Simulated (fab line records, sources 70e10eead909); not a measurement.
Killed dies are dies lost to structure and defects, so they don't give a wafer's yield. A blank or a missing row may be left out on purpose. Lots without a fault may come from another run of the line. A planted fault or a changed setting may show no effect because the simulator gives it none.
fab line records | flow nand_harc
record lots=13 wafers=39 last_day=31
route steps=1302 shown A_M1@1191 A_BONDPAD@1202 HYBRID_BOND@1237 END@1302
lots that met no fault: from a run of the same line without faults
start_h: hours from the record's first day to the start of the lot's first wafer shown | wait_h: hours since the lot's step before | " the same as in the row above | L1.1+2: a row that stands for several wafers | - no value, or no start given | * or withheld: withheld | < > ~ a bound
route shown NAME@n: a module of which the file shows steps, and the number in the route of the first | usual: mean/standard deviation of fault-free wafers | same: alike in all rows | chamber/n: place in a boat | sites: the reading at each site | _std_site: their standard deviation | _edge_site: outer sites' mean less inner sites' | radius_mm: how far each site lies from the wafer's centre | mask NAME#n: copy n | behind: the tool/chamber that last shaped the wafer | hold: why the lot was held/for how many hours/how that ended | device: the transistor (n, p or np) that didn't switch | end of line: the same wafers' tests at the end of the route | a step without rows: its recipe alone | killed: dies lost to structure and defects at the first sort, not the wafer's yield | map: a wafer's dies, x killed, . not, _ none there
set.NAME: the setting as run; set.NAME@STEP: as run at that earlier step | model.NAME: the simulator's own value behind a step, which no gauge read
steps of the route over a sample of lots; a table a step, a row a wafer
services: from which hour (start_h, from the record's first day; less than 0 if before it) a tool's chamber was out of use, for how many hours, and why
## steps
# step NHARC_A_M1_PVD_20
# recipe target_thk_a=50 bias_v=168.6 power_w=15000 chamber_pressure_pa=0.12 time_s=8.06 substrate_temp_c=50 material=TaN
# usual throttle_valve_pct=30.3/1.2
# columns lot.wafer tool chamber start_h wait_h throttle_valve_pct
L773.1 pvd_sputter-01 - - - 30.0
L773.3 " - " " 30.4
L773.5 " - " " 29.7
L775.3 pvd_sputter-03 - - - 30.8
L775.1 " - " " 29.3
L775.4 " - " " 29.5
L776.1 pvd_sputter-01 - - - 30.2
L776.2 " - " " 28.7
L776.6 " - " " 32.2
L777.2 pvd_sputter-01 - - - 28.5
L777.4 " - " " 29.5
L777.6 " - " " 28.2
L778.3 pvd_sputter-03 - - - 30.0
L778.5 " - " " 28.3
L778.6 " - " " 30.2
L781.1 pvd_sputter-01 - - - 30.1
L781.4 " - " " 29.8
L781.5 " - " " 30.2
L780.3 pvd_sputter-03 - - - 29.3
L780.2 " - " " 30.2
L780.6 " - " " 29.4
L783.3 pvd_sputter-01 - - - 30.4
L783.1 " - " " 29.7
L783.5 " - " " 31.8
L784.3 pvd_sputter-03 - - - 29.5
L784.2 " - " " 28.8
L784.6 " - " " 29.4
L785.3 pvd_sputter-01 - - - 30.3
L785.1 " - " " 31.7
L785.4 " - " " 28.4
L786.1 pvd_sputter-01 - - - 30.4
L786.2 " - " " 29.4
L786.6 " - " " 28.4
L790.4 pvd_sputter-03 - - - 28.7
L790.6 " - " " 29.5
L790.5 " - " " 30.1
L791.4 pvd_sputter-02 - - - 30.0
L791.6 " - " " 30.3
L791.5 " - " " 30.2
# step NHARC_A_BONDPAD_DEP_00
# recipe target_thk_a=2500 temp_c=370 target_thk_nm=250 pressure_torr=3 flow_sccm=200 rf_w=450 material=SiCN
# usual heater_power_w=570/91 susceptor_temp_C=370.00/0.19
# columns lot.wafer tool chamber start_h wait_h heater_power_w susceptor_temp_C
L773.3 pecvd-01 0 540.18 - 470 369.96
L773.1 " 1 " " 679 370.41
L773.5 " 1 " " 692 369.85
L775.3 pecvd-04 0 - - 648 369.82
L775.1 " 1 " " 488 370.01
L775.4 " 2 " " 442 370.07
L776.1 pecvd-04 2 - - 467 369.92
L776.2 " 0 " " 685 370.26
L776.6 " 0 " " 688 369.99
L777.2 pecvd-04 0 604.50 - 715 370.13
L777.6 " 1 " " 444 370.27
L777.4 " 2 " " 426 370.04
L778.3 pecvd-03 2 607.05 - 590 369.79
L778.5 " 0 " " 706 369.92
L778.6 " 1 " " 514 369.57
L781.1 pecvd-03 1 608.03 - 478 370.17
L781.4 " 1 " " 488 369.91
L781.5 " 2 " " 571 370.27
L780.3 pecvd-03 0 609.86 - 613 370.31
L780.2 " 1 " " 498 369.73
L780.6 " 0 " " 604 370.23
L783.3 pecvd-01 1 633.28 - 607 370.22
L783.1 " 0 " " 508 370.17
L783.5 " 1 " " 628 370.00
L784.3 pecvd-01 0 654.87 - 425 369.87
L784.2 " 2 " " 644 370.36
L784.6 " 0 " " 436 370.05
L785.1 pecvd-01 2 656.60 - 643 370.02
L785.3 " 1 " " 599 369.84
L785.4 " 0 " " 498 370.25
L786.2 pecvd-04 1 - - 446 370.14
L786.1 " 2 " " 497 369.92
L786.6 " 0 " " 647 369.90
L790.6 pecvd-01 1 711.66 - 550 370.01
L790.4 " 2 " " 689 369.60
L790.5 " 0 " " 524 370.04
L791.5 pecvd-03 2 713.30 - 617 369.63
L791.6 " 0 " " 604 370.06
L791.4 " 1 " " 443 369.93
# step NHARC_A_BONDPAD_OVL_MEAS_35
# usual overlay_x_nm=-1/6 overlay_y_nm=-2/3.7
# columns lot.wafer tool chamber start_h wait_h overlay_x_nm overlay_y_nm
L773.1 overlay-02 - 541.37 - -6 0
L773.3 " - " " -5 0
L773.5 " - " " -5 0
L775.1 overlay-01 - 544.37 - 7 2
L775.3 " - " " 7 2
L775.4 " - " " 6 2
L776.1 overlay-02 - 580.74 - 1 -4
L776.2 " - " " 1 -4
L776.6 " - " " 0 -4
L777.2 overlay-02 - 605.73 - -2 4
L777.4 " - " " -2 4
L777.6 " - " " -2 4
L778.3 overlay-02 - 608.24 - -6 7
L778.5 " - " " -7 7
L778.6 " - " " -6 7
L781.1 overlay-01 - 609.29 - 2 -6
L781.4 " - " " 2 -6
L781.5 " - " " 2 -6
L780.2 overlay-01 - 611.16 - 3 -2
L780.3 " - " " 3 -3
L780.6 " - " " 3 -3
L783.1 overlay-02 - 634.59 - 3 -6
L783.3 " - " " 4 -5
L783.5 " - " " 4 -5
L784.2 overlay-01 - 656.05 - 3 -6
L784.3 " - " " 3 -6
L784.6 " - " " 3 -6
L785.1 overlay-01 - 657.79 - -13 -1
L785.3 " - " " -13 -2
L785.4 " - " " -13 -2
L786.1 overlay-02 - 663.52 - 0 -4
L786.2 " - " " 0 -4
L786.6 " - " " 0 -4
L790.4 overlay-02 - 712.84 - 2 -1
L790.5 " - " " 2 -1
L790.6 " - " " 2 -2
L791.4 overlay-01 - 714.34 - -2 -3
L791.5 " - " " -2 -3
L791.6 " - " " -3 -3
# step NHARC_HYBRID_BOND_ACTIVATE_00
# recipe time_s=60 n2_flow_sccm=200 ar_flow_sccm=0 bias_power_w=0 chemistry=N2
# usual drypump_motor_current_A=5.6/0.49 oes_product_au=0.999/0.0094 rf_vpp_V=64.1/0.95 run_length_s=81.5/0.41 showerhead_plenum_p_Torr=1.76/0.062
# columns lot.wafer tool chamber start_h wait_h drypump_motor_current_A oes_product_au rf_hours_counter_h rf_vpp_V run_length_s showerhead_plenum_p_Torr
L773.1 rie_diel-13 2 544.18 0.1 5.3 0.989 2 64.3 81.4 1.71
L773.3 " 3 " " 5.1 0.991 2 63.9 81.6 1.75
L773.5 " 2 " " 5.4 0.992 - 63.4 81.6 1.71
L775.3 rie_diel-13 0 547.18 0.1 5.5 0.988 2 66.1 81.5 1.81
L775.4 " 2 " " 5.4 1.006 2 65.6 81.5 1.71
L775.1 " 3 " " 5.1 1.000 2 64.2 81.0 1.75
L776.1 rie_diel-13 3 583.55 0.1 5.1 0.993 6 61.8 80.9 1.75
L776.2 " 0 " " 5.5 0.994 6 66.1 81.8 1.81
L776.6 " 1 " " 6.4 1.003 - 64.7 81.7 1.72
L777.4 rie_diel-13 3 608.50 0.1 5.1 0.995 9 63.6 80.9 1.75
L777.2 " 0 " " 5.5 0.992 10 63.5 81.6 1.80
L777.6 " 2 " " 5.4 0.989 - 62.6 81.4 1.71
L778.3 rie_diel-13 0 610.97 0.1 5.5 1.003 10 64.4 81.8 1.80
L778.5 " 0 " " 5.5 0.997 - 63.5 82.1 1.80
L778.6 " 1 " " 6.4 1.017 - 62.8 81.4 1.71
L781.1 rie_diel-13 3 612.16 0.1 5.1 1.001 9 63.9 81.3 1.74
L781.4 " 1 " " 6.4 1.007 10 61.8 81.5 1.71
L781.5 " 3 " " 5.1 1.000 - 65.5 80.9 1.74
L780.2 rie_diel-13 3 613.97 0.1 5.1 0.995 9 64.9 81.1 1.74
L780.3 " 1 " " 6.4 1.009 10 62.7 81.7 1.71
L780.6 " 3 " " 5.1 0.996 - 64.2 80.8 1.74
L783.1 rie_diel-13 1 637.34 0.1 6.4 1.011 12 63.8 81.4 1.71
L783.3 " 0 " " 5.5 0.978 12 64.7 81.6 1.80
L783.5 " 2 " " 5.4 0.990 - 63.3 81.6 1.71
L784.2 rie_diel-09 1 658.80 0.1 5.8 0.998 53 64.9 80.6 1.85
L784.3 " 2 " " 5.2 1.004 54 64.2 81.2 1.87
L784.6 " 2 " " 5.2 1.002 - 64.8 81.2 1.87
L785.3 rie_diel-13 3 660.53 0.1 5.1 1.009 13 63.7 80.9 1.74
L785.1 " 0 " " 5.5 0.986 15 64.7 81.7 1.80
L785.4 " 1 " " 6.4 1.011 15 63.7 82.1 1.71
L786.2 rie_diel-13 3 666.29 0.1 5.1 0.998 14 64.2 81.1 1.74
L786.1 " 0 " " 5.5 0.991 15 63.8 82.0 1.80
L786.6 " 2 " " 5.4 0.988 - 64.9 81.4 1.71
L790.4 rie_diel-13 1 715.61 0.1 6.4 1.005 1 63.7 81.6 1.71
L790.5 " 3 " " 5.1 1.011 - 63.1 81.0 1.74
L790.6 " 0 " " 5.5 1.003 - 65.1 69.3 1.80
L791.4 rie_diel-13 3 717.12 0.1 5.1 1.013 1 64.7 81.2 1.74
L791.5 " 1 " " 6.4 0.997 - 64.3 81.3 1.71
L791.6 " 2 " " 5.4 0.989 - 64.1 69.3 1.71
# step NHARC_END_SORT_01
# recipe temp_c=25
# usual defect_limited_yield=89.9/2.9 killed_at_array=64/20 killed_at_other=0.7/1.1 killed_at_periphery=3.6/2.7 killed_dies=68/20 killed_open=2.8/1.9 killed_short=2.3/1.5
# same gross_dies=677
# columns lot.wafer tool chamber start_h wait_h defect_limited_yield[%] killed_at_array killed_at_other killed_at_periphery killed_dies killed_open killed_short
L773.1 prober-01 0 571.61 2.5 90.7 59 0 4 63 0 2
L773.3 prober-01 0 573.20 3.1 92.2 50 0 3 53 1 1
L773.5 prober-01 0 574.78 3.7 93.9 40 0 1 41 1 0
L781.1 prober-01 0 637.66 2.5 86.6 87 0 4 91 1 1
L781.4 prober-01 0 640.06 3.4 84.9 95 1 6 102 4 3
L781.5 prober-01 0 640.86 3.7 88.0 78 1 2 81 1 1
L778.3 prober-01 0 647.07 3.1 90.8 53 3 6 62 3 3
L778.5 prober-01 0 648.68 3.7 90.7 60 2 1 63 7 4
L778.6 prober-01 0 649.48 4.0 90.0 61 3 4 68 4 2
# killed by level:class
L773.1 A_CHANNEL_HOLE_D2:chamber_film_flake=34 A_CONTACT:chamber_film_flake=8 A_BLC:chamber_film_flake=6 A_CHANNEL_HOLE_D1:chamber_film_flake=4 P_ZERO_WELL:chamber_film_flake=3 A_STAIRCASE:chamber_film_flake=3 A_CHANNEL_FILL_D1:chamber_film_flake=2 P_M0:geometric_particle:short=1
L773.3 A_CHANNEL_HOLE_D2:chamber_film_flake=29 A_CONTACT:chamber_film_flake=9 A_CHANNEL_HOLE_D1:chamber_film_flake=3 A_BLC:chamber_film_flake=3 P_ZERO_WELL:chamber_film_flake=2 A_SLIT:chamber_film_flake=2 P_M0:geometric_particle:open=1 A_ONON_D1:geometric_particle:short=1
L773.5 A_CHANNEL_HOLE_D2:chamber_film_flake=24 A_CONTACT:chamber_film_flake=6 A_CHANNEL_HOLE_D1:chamber_film_flake=4 A_BLC:chamber_film_flake=4 A_DECK1_JOINT:geometric_particle:open=1 P_ZERO_WELL:chamber_film_flake=1 A_CHANNEL_FILL_D2:chamber_film_flake=1
L781.1 A_CHANNEL_HOLE_D1:chamber_film_flake=29 A_CHANNEL_HOLE_D2:chamber_film_flake=29 A_SLIT:chamber_film_flake=24 P_BONDPAD:chamber_film_flake=3 A_CONTACT:chamber_film_flake=2 A_SOURCE_PLATE:geometric_particle:open=1 A_WL_FILL:geometric_particle:short=1 P_GATE:chamber_film_flake=1
L781.4 A_CHANNEL_HOLE_D1:chamber_film_flake=33 A_CHANNEL_HOLE_D2:chamber_film_flake=26 A_SLIT:chamber_film_flake=23 P_GATE:chamber_film_flake=3 A_WL_FILL:chamber_film_flake=3 A_WL_FILL:geometric_particle:short=2 A_STAIRCASE:chamber_film_flake=2 A_CONTACT:chamber_film_flake=2
L781.5 A_SLIT:chamber_film_flake=30 A_CHANNEL_HOLE_D1:chamber_film_flake=23 A_CHANNEL_HOLE_D2:chamber_film_flake=21 P_BONDPAD:chamber_film_flake=2 A_CHANNEL_FILL_D2:geometric_particle:short=1 A_CONTACT:geometric_particle:open=1 A_WL_FILL:chamber_film_flake=1 A_CONTACT:chamber_film_flake=1
L778.3 A_CHANNEL_HOLE_D1:chamber_film_flake=31 A_CHANNEL_HOLE_D2:chamber_film_flake=9 A_CONTACT:chamber_film_flake=5 P_M1:chamber_film_flake=4 A_ZERO_WELL:chamber_film_flake=2 THIN_TSV:chamber_film_flake=2 P_STI:geometric_particle:open=1 A_CHANNEL_FILL_D1:geometric_particle:short=1
L778.5 A_CHANNEL_HOLE_D1:chamber_film_flake=32 A_CHANNEL_HOLE_D2:chamber_film_flake=12 A_CONTACT:chamber_film_flake=4 A_SLIT:chamber_film_flake=3 A_WL_FILL:geometric_particle:open=2 A_M0:geometric_particle:open=2 P_M0:geometric_particle:open=1 A_DECK1_JOINT:geometric_particle:short=1
L778.6 A_CHANNEL_HOLE_D1:chamber_film_flake=35 A_CHANNEL_HOLE_D2:chamber_film_flake=10 A_CONTACT:chamber_film_flake=6 THIN_TSV:chamber_film_flake=3 A_ZERO_WELL:chamber_film_flake=2 A_CHANNEL_FILL_D1:chamber_film_flake=2 P_M0:geometric_particle:open=1 P_M0:geometric_particle:short=1
## services
# columns tool chamber start_h hours kind
rie_diel-13 - 519.03 9.0 pm
rie_diel-13 0 519.03 9.0 vent_cycle
rie_diel-13 1 519.03 9.0 vent_cycle
rie_diel-13 2 519.03 9.0 vent_cycle
pecvd-04 - 521.73 0.7 repair
pecvd-04 0 530.07 4.7 repair
pecvd-04 1 543.51 4.8 repair
pecvd-03 - 547.00 13.0 pm
pvd_sputter-03 - 547.47 10.0 pm
rie_diel-13 2 557.99 32.2 repair
rie_diel-13 - 578.30 0.2 repair
pvd_sputter-01 - 582.14 10.0 pm
pecvd-04 2 583.16 2.0 repair
pecvd-03 - 595.11 0.5 repair
pvd_sputter-01 - 621.43 1.5 repair
rie_diel-09 0 627.47 2.9 repair
pecvd-04 - 631.27 13.0 pm
pvd_sputter-02 - 638.00 10.0 pm
rie_diel-13 3 645.19 5.3 repair
pecvd-01 - 673.30 13.0 pm
rie_diel-09 - 674.21 9.0 pm
pvd_sputter-02 - 683.12 1.9 repair
pecvd-01 - 693.50 2.2 repair
rie_diel-13 - 696.03 9.0 pm
## key
first_sign step=NHARC_HYBRID_BOND_ACTIVATE_00 reading=run_length_s direction=down sigmas=30 usual=* struck=*
effect none on later readings
met_at NHARC_HYBRID_BOND_ACTIVATE_00
struck_lots L790,L791
struck_wafers L790.6,L791.6
not_acting_at NHARC_A_M1_PVD_20,NHARC_A_BONDPAD_DEP_00,NHARC_A_BONDPAD_OVL_MEAS_35
onset_between 666.29 715.61
fault kind=process_parameter_drift tool=rie_diel-13 chamber=- onset_h=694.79 steps=NHARC_HYBRID_BOND_ACTIVATE_00 channel=time_s offset=* shape=step end_h=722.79 scope=struck_wafers_only acts_in=* stated=*
